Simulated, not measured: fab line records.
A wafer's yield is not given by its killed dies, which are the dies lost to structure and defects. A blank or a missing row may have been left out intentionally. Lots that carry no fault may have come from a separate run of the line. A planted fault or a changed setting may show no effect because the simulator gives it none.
What tool caused it? + flow nand harc + route of 1302 steps, sampled at 1 step: 6 lots, 18 wafers

WHAT THE GAUGES READ, wafer by wafer
NHARC_A_ONON_D2_THK_MEAS_08: measures by ellipsometry.
| lot  | measured     | on            | thk nm (nm)    |
|------|--------------|---------------|----------------|
| L134 | day 14 01:13 | film metro-01 | 990 991 991    |
| L138 | day 15 13:55 | film metro-01 | 1001 998 999   |
| L141 | day 17 02:33 | film metro-01 | 1003 1004 1002 |
| L144 | day 17 16:01 | film metro-02 | 1001 1002 1000 |
| L145 | day 18 07:33 | film metro-01 | 991 989 991    |
| L154 | day 21 23:58 | film metro-01 | 976 978 978    |

EACH LOT AND THE TOOL THAT RAN IT (in order: tool; ch and the chambers of the sampled wafers; start)
Record: no process step prior to these readings.

THE ANSWER, worked out from the rows above alone
Rule: the usual values come from the lots themselves. Put in order of their means at a reading, lots are off if they are a third of the lots or fewer, leave a main group of 4 or more, and stand apart from it by a gap of 3 or more times the standard deviation of the main group's means; of several such gaps the widest counts. A main group whose means are all the same, to the digits that the tables above print for the reading, isn't used. A lot without any number at a reading at which 4 lots or more have one is off too. All remaining lots with rows at the step are treated as sound.
None of the lots is off at any reading shown; this tells nothing.

WHAT HAD BEEN PUT IN BY THE SIMULATOR
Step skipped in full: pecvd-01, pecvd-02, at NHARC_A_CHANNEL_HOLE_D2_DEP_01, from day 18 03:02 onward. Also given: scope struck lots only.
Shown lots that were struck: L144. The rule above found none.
